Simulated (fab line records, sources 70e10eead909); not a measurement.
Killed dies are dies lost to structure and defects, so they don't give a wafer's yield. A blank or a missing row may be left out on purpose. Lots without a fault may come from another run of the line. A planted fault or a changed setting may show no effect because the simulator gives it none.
Which tool did it? | flow nand_harc | 12 lots, 36 wafers sampled, at 6 steps of a route of 1159

WHAT THE GAUGES READ, wafer by wafer
NHARC_P_CONTACT_INSPECT_27. Usual: raw_defect_count 302, standard deviation 150.
lot  | measured     | on                | raw_defect_count | flag
L981 | day 6 15:31  | defect_inspect-02 | 207 499 388      |
L984 | day 6 16:35  | defect_inspect-02 | 238 600 539      |
L987 | day 7 07:59  | defect_inspect-01 | 161 126 290      |
L992 | day 9 00:49  | defect_inspect-01 | 315 322 381      |
L993 | day 9 01:54  | defect_inspect-01 | 381 328 239      |
L994 | day 9 14:23  | defect_inspect-01 | 2584 2362 2409   | OFF
L996 | day 9 19:55  | defect_inspect-02 | 2378 2307 2479   | OFF
L997 | day 9 21:13  | defect_inspect-02 | 2424 2235 2457   | OFF
L100 | day 10 15:43 | defect_inspect-01 | 187 295 249      |
L101 | day 10 16:07 | defect_inspect-02 | 169 140 102      |
L103 | day 11 10:32 | defect_inspect-02 | 599 340 382      |
L104 | day 11 17:28 | defect_inspect-01 | 286 279 260      |

NHARC_END_SORT_01. Usual: killed_at_array 29, standard deviation 10; killed_at_other 0.7, standard deviation 1.1; killed_at_periphery 3.2, standard deviation 2.2; killed_dies 33, standard deviation 11; killed_open 3.5, standard deviation 1.8; killed_short 2.0, standard deviation 1.4.
lot  | measured     | on        | killed_at_array | killed_at_other | killed_at_periphery | killed_dies | killed_open | killed_short | flag
L994 | day 23 06:19 | prober-02 | 26 18 19        | 0 0 1           | 651 659 657         | 677 677 677 | 3 2 3       | 4 1 1        | OFF
L996 | day 23 14:08 | prober-02 | 38 39 42        | 0 0 0           | 639 638 635         | 677 677 677 | 2 1 9       | 0 1 2        | OFF
L997 | day 23 08:43 | prober-01 | 23 30 23        | 2 3 3           | 652 644 651         | 677 677 677 | 5 2 5       | 1 1 1        | OFF

WHICH TOOL RAN EACH LOT (tool, then ch and the chambers of the sampled wafers, then the start)
lot  | NHARC_P_CONTACT_ETCH_18                       | NHARC_P_CONTACT_DEGAS_38     | NHARC_P_CONTACT_CMP_24        | NHARC_P_M0_DESCUM_14
L981 | rie_diel-09 ch 0,2,3, day 5 23:11 or earlier  | pvd_sputter-03, day 5 23:11  | cmp-04 ch 0,1,3, day 6 15:07  | rie_diel-03 ch 0,1,3, day 6 16:41
L984 | rie_diel-09 ch 0,1, day 6 06:08 or earlier    | pvd_sputter-01, day 6 06:08  | cmp-04 ch 0,2,3, day 6 16:14  | rie_diel-12 ch 0,2,3, day 6 17:37
L987 | rie_diel-02 ch 2,3, day 7 04:04 or earlier    | pvd_sputter-02, day 7 04:04  | cmp-03 ch 0,1,3, day 7 07:38  | rie_diel-03 ch 0,1,2, day 7 09:05
L992 | rie_diel-09 ch 0,2,3, day 8 22:06 or earlier  | pvd_sputter-02, day 8 22:06  | cmp-03 ch 0,1, day 9 00:26    | rie_diel-05 ch 1,2,3, day 9 01:56
L993 | rie_diel-09 ch 0,1,3, day 9 00:23 or earlier  | pvd_sputter-02, day 9 00:23  | cmp-04 ch 0,2,3, day 9 01:32  | rie_diel-03 ch 1,2, day 9 02:59
L994 | rie_diel-08 ch 1,2,3, day 9 06:43 or earlier  | pvd_sputter-02, day 9 06:43  | cmp-03 ch 0,1,2, day 9 13:59  | -
L996 | rie_diel-09 ch 0,3, day 9 09:23 or earlier    | pvd_sputter-02, day 9 09:23  | cmp-03 ch 1,2,3, day 9 19:36  | -
L997 | rie_diel-09 ch 0,1,2, day 9 10:25 or earlier  | pvd_sputter-01, day 9 10:25  | cmp-04 ch 1,2, day 9 20:50    | -
L100 | rie_diel-09 ch 1,2,3, day 10 12:01 or earlier | pvd_sputter-03, day 10 12:01 | cmp-03 ch 0,1,3, day 10 15:19 | rie_diel-12 ch 0,1,3, day 10 16:49
L101 | rie_diel-09 ch 0,1, day 10 13:02 or earlier   | pvd_sputter-03, day 10 13:02 | cmp-04 ch 0,1, day 10 15:43   | rie_diel-05 ch 0,3, day 10 17:13
L103 | rie_diel-09 ch 1,2, day 11 04:49 or earlier   | pvd_sputter-01, day 11 04:49 | cmp-03 ch 1,3, day 11 10:07   | rie_diel-05 ch 0,1,3, day 11 11:40
L104 | rie_diel-09 ch 0,1,3, day 11 09:44 or earlier | pvd_sputter-02, day 11 09:44 | cmp-04 ch 0,1,2, day 11 17:04 | rie_diel-12 ch 0,1,2, day 11 18:34
- NHARC_P_CONTACT_ETCH_18: etches the open film in C4F8/O2/Ar, target depth 481 nm, time 240.5 s.
- NHARC_P_CONTACT_DEGAS_38: time 60 s.
- NHARC_P_CONTACT_CMP_24: polishes, t overpolish 30 s, target thk 200 nm.
- NHARC_P_M0_DESCUM_14: chemistry O2, time 3 s.

WHAT THE TOOLS THEMSELVES READ (means of the sampled wafers that have a number; where no wafer has one, the mark that the record gives instead)
NHARC_P_CONTACT_ETCH_18. Usual: chamber_pressure_mTorr 25.000 mTorr, standard deviation 0.021; oes_product_au 0.965 a.u., standard deviation 0.016; rf_vpp_V 979 V, standard deviation 4.6.
lot  | tool        | chamber_pressure_mTorr (mTorr) | oes_product_au (a.u.) | rf_vpp_V (V) | flag
L981 | rie_diel-09 | 24.986                         | 0.951                 | 982          |
L984 | rie_diel-09 | 24.997                         | 0.945                 | 981          |
L987 | rie_diel-02 | 24.985                         | 0.972                 | 971          |
L992 | rie_diel-09 | 24.980                         | 0.941                 | 982          |
L993 | rie_diel-09 | 24.985                         | 0.968                 | 982          |
L994 | rie_diel-08 | 24.982                         | 0.967                 | 973          |
L996 | rie_diel-09 | 25.009                         | 0.959                 | 981          |
L997 | rie_diel-09 | 24.991                         | 0.969                 | 981          |
L100 | rie_diel-09 | 25.003                         | 0.966                 | 983          |
L101 | rie_diel-09 | 24.989                         | 0.971                 | 980          |
L103 | rie_diel-09 | 24.997                         | 0.965                 | 980          |
L104 | rie_diel-09 | 25.015                         | 0.953                 | 981          |

NHARC_P_CONTACT_DEGAS_38. Usual: heater_power_w 464 W, standard deviation 60.
lot  | tool           | heater_power_w (W) | flag
L981 | pvd_sputter-03 | 457                |
L984 | pvd_sputter-01 | 476                |
L987 | pvd_sputter-02 | 437                |
L992 | pvd_sputter-02 | 410                |
L993 | pvd_sputter-02 | 408                |
L994 | pvd_sputter-02 | 441                |
L996 | pvd_sputter-02 | 439                |
L997 | pvd_sputter-01 | 522                |
L100 | pvd_sputter-03 | 506                |
L101 | pvd_sputter-03 | 415                |
L103 | pvd_sputter-01 | 475                |
L104 | pvd_sputter-02 | 434                |

NHARC_P_CONTACT_CMP_24. Usual: edge_zone_pressure_frac 1.001, standard deviation 0.0046; motor_current_A 12.1 A, standard deviation 1.1; overpolish_run_s 30.001 s, standard deviation 0.0085; time_to_endpoint_s 40 s, standard deviation 3.1.
lot  | tool   | edge_zone_pressure_frac | motor_current_A (A) | overpolish_run_s (s) | time_to_endpoint_s (s) | flag
L981 | cmp-04 | 0.998                   | 12.2                | 29.999               | 39                     |
L984 | cmp-04 | 1.000                   | 11.8                | 30.002               | 41                     |
L987 | cmp-03 | 1.002                   | 12.1                | 29.996               | 40                     |
L992 | cmp-03 | 1.003                   | 11.8                | 30.006               | 35                     |
L993 | cmp-04 | 0.999                   | 12.5                | 29.996               | 37                     |
L994 | cmp-03 | -                       | -                   | -                    | -                      | OFF
L996 | cmp-03 | -                       | -                   | -                    | -                      | OFF
L997 | cmp-04 | -                       | -                   | -                    | -                      | OFF
L100 | cmp-03 | 1.004                   | 11.9                | 30.005               | 37                     |
L101 | cmp-04 | 1.001                   | 12.8                | 30.005               | 40                     |
L103 | cmp-03 | 1.002                   | 12.6                | 30.001               | 39                     |
L104 | cmp-04 | 0.998                   | 12.5                | 30.013               | 40                     |

NHARC_P_M0_DESCUM_14. Usual: chamber_pressure_mTorr 60.00 mTorr, standard deviation 0.06; drypump_motor_current_A 5.6 A, standard deviation 0.44; oes_product_au 1.002 a.u., standard deviation 0.0082; rf_vpp_V 57.7 V, standard deviation 0.93; showerhead_plenum_p_Torr 1.91 Torr, standard deviation 0.073; throttle_valve_pct 11.312 %, standard deviation 0.0085.
lot  | tool        | chamber_pressure_mTorr (mTorr) | drypump_motor_current_A (A) | oes_product_au (a.u.) | rf_vpp_V (V) | showerhead_plenum_p_Torr (Torr) | throttle_valve_pct (%) | flag
L981 | rie_diel-03 | 59.97                          | 5.8                         | 0.996                 | 58.6         | 1.95                            | 11.311                 |
L984 | rie_diel-12 | 60.00                          | 5.9                         | 0.993                 | 57.0         | 1.80                            | 11.313                 |
L987 | rie_diel-03 | 60.02                          | 5.8                         | 0.999                 | 58.0         | 1.98                            | 11.310                 |
L992 | rie_diel-05 | 59.94                          | 5.5                         | 1.016                 | 57.5         | 1.87                            | 11.305                 |
L993 | rie_diel-03 | 59.95                          | 5.6                         | 1.001                 | 58.1         | 1.96                            | 11.321                 |
L100 | rie_diel-12 | 60.02                          | 5.3                         | 1.002                 | 57.6         | 1.83                            | 11.317                 |
L101 | rie_diel-05 | 60.00                          | 5.3                         | 1.008                 | 57.9         | 1.85                            | 11.310                 |
L103 | rie_diel-05 | 60.03                          | 5.4                         | 1.005                 | 57.5         | 1.85                            | 11.307                 |
L104 | rie_diel-12 | 59.99                          | 5.7                         | 1.006                 | 57.0         | 1.83                            | 11.309                 |

THE ANSWER, worked out from the rows above alone
Rule: a lot is off if the mean of its wafers that have a number lies more than 3 standard deviations from the usual mean. A lot without any number at a reading at which 4 lots or more have one is off too. The other lots that the step has rows for count as sound. The gauges are gone through in route order, then the tools' own readings, and for those a lot's mean is taken as printed above. The first step at which some lot is off is used, and at that step the reading that is off furthest; a lot without a number counts as furthest.
Off: L994, L996, L997, at NHARC_P_CONTACT_INSPECT_27 (raw_defect_count).
A tool fits if, at a process step before that reading, it ran every lot that is off, and no sound lot after the first of them. The gauges at NHARC_P_CONTACT_INSPECT_27 aren't tried: what is off there is off at NHARC_END_SORT_01 too, on other tools, and a gauge's error can't cause that. NHARC_P_CONTACT_ETCH_18 gives no start for some lots, so the hours and the order of its lots are those of NHARC_P_CONTACT_DEGAS_38. None of those tried fits.

WHAT THE SIMULATOR HAD PUT IN
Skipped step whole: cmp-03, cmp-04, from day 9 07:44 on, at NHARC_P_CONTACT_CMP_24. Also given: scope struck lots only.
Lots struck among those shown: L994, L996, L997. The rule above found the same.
